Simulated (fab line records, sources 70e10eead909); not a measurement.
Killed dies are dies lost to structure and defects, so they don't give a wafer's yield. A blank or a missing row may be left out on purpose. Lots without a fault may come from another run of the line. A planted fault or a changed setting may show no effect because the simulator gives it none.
Which tool did it? | flow nand_harc | 12 lots, 36 wafers sampled, at 5 steps of a route of 1159

WHAT THE GAUGES READ, wafer by wafer
NHARC_P_M1_THK_MEAS_24: measures by xrf.
lot  | measured     | on            | thk_nm (nm)
L075 | day 6 14:27  | film_metro-02 | 158.3 156.7 157.8
L077 | day 6 18:25  | film_metro-02 | 157.9 158.6 159.7
L079 | day 7 07:35  | film_metro-02 | 155.7 156.4 156.6
L082 | day 7 22:29  | film_metro-02 | 155.0 155.9 156.2
L084 | day 8 07:29  | film_metro-02 | 156.5 158.3 157.4
L086 | day 9 11:06  | film_metro-01 | 159.1 160.4 158.2
L088 | day 9 10:49  | film_metro-02 | 156.0 158.1 156.5
L089 | day 10 11:01 | film_metro-01 | 158.6 158.1 156.1
L091 | day 10 11:59 | film_metro-01 | 159.3 159.4 155.8
L094 | day 10 23:43 | film_metro-01 | 156.6 158.3 158.1
L095 | day 11 09:23 | film_metro-01 | 157.2 157.8 156.7
L097 | day 12 04:28 | film_metro-02 | 156.7 158.6 156.7

WHICH TOOL RAN EACH LOT (tool, then ch and the chambers of the sampled wafers, then the start)
lot  | NHARC_P_GATE_ALD_36              | NHARC_P_M0_ETCH_15                            | NHARC_P_M1_ETCH_15                            | NHARC_P_M1_PVD_20
L075 | ald_sin-03 ch 2,3, day 5 02:55   | rie_diel-05 ch 0,2, day 6 14:27 or earlier    | rie_diel-07 ch 0,2, day 6 14:27 or earlier    | pvd_sputter-01, day 6 14:27 or earlier
L077 | ald_sin-04 ch 0,3, day 5 11:28   | rie_diel-02 ch 0,2, day 6 18:25 or earlier    | rie_diel-07 ch 0,1,3, day 6 18:25 or earlier  | pvd_sputter-02, day 6 18:25 or earlier
L079 | ald_sin-03 ch 0,2,3, day 6 03:41 | rie_diel-02 ch 0,2,3, day 7 07:35 or earlier  | rie_diel-07 ch 0,1,2, day 7 07:35 or earlier  | pvd_sputter-01, day 7 07:35 or earlier
L082 | ald_sin-02 ch 1,2, day 6 13:06   | rie_diel-10 ch 2,3, day 7 22:29 or earlier    | rie_diel-01 ch 0,2,3, day 7 22:29 or earlier  | pvd_sputter-03, day 7 22:29 or earlier
L084 | ald_sin-04 ch 0,3, day 7 01:10   | rie_diel-10 ch 0,3, day 8 07:29 or earlier    | rie_diel-07 ch 1,2,3, day 8 07:29 or earlier  | pvd_sputter-02, day 8 07:29 or earlier
L086 | ald_sin-02 ch 0,1,3, day 8 03:46 | rie_diel-02 ch 0,3, day 9 11:06 or earlier    | rie_diel-01 ch 0,1, day 9 11:06 or earlier    | pvd_sputter-03, day 9 11:06 or earlier
L088 | ald_sin-04 ch 0,1,2, day 8 05:41 | rie_diel-02 ch 0,3, day 9 10:49 or earlier    | rie_diel-12 ch 1,2,3, day 9 10:49 or earlier  | pvd_sputter-03, day 9 10:49 or earlier
L089 | ald_sin-02 ch 0,2,3, day 8 17:52 | rie_diel-05 ch 0,2,3, day 10 11:01 or earlier | rie_diel-01 ch 1,2, day 10 11:01 or earlier   | pvd_sputter-02, day 10 11:01 or earlier
L091 | ald_sin-03 ch 0,2,3, day 9 01:54 | rie_diel-10 ch 0,1,2, day 10 11:59 or earlier | rie_diel-07 ch 1,2,3, day 10 11:59 or earlier | pvd_sputter-01, day 10 11:59 or earlier
L094 | ald_sin-02 ch 1,2, day 9 17:41   | rie_diel-10 ch 0,3, day 10 23:43 or earlier   | rie_diel-07 ch 0,3, day 10 23:43 or earlier   | pvd_sputter-01, day 10 23:43 or earlier
L095 | ald_sin-04 ch 0,1, day 10 03:59  | rie_diel-05 ch 0,2,3, day 11 09:23 or earlier | rie_diel-12 ch 2,3, day 11 09:23 or earlier   | pvd_sputter-03, day 11 09:23 or earlier
L097 | ald_sin-04 ch 0,1, day 10 23:14  | rie_diel-10 ch 0,1,3, day 12 04:28 or earlier | rie_diel-07 ch 0,2,3, day 12 04:28 or earlier | pvd_sputter-03, day 12 04:28 or earlier
- NHARC_P_GATE_ALD_36: deposits SiNx, target thk 20 nm, pulse time 60 s, ald cycles 223.
- NHARC_P_M0_ETCH_15: etches the open film in C4F8/Ar, target depth 150 nm, overetch 15 nm, time 82.5 s.
- NHARC_P_M1_ETCH_15: etches the open film in C4F8/Ar, target depth 182.5 nm, time 91.2 s.
- NHARC_P_M1_PVD_20: deposits TaN, target thk 5 nm, time 8.06 s.

THE ANSWER, worked out from the rows above alone
Rule: what is usual is taken from the lots themselves. Put in order of their means at a reading, lots are off if they are a third of the lots or fewer, leave a main group of 4 or more, and stand apart from it by a gap of 3 or more times the standard deviation of the main group's means; of several such gaps the widest counts. A main group whose means are all the same, to the digits that the tables above print for the reading, isn't used. A lot without any number at a reading at which 4 lots or more have one is off too. The other lots that the step has rows for count as sound.
No lot is off at any reading shown: from this, nothing can be told.

WHAT THE SIMULATOR HAD PUT IN
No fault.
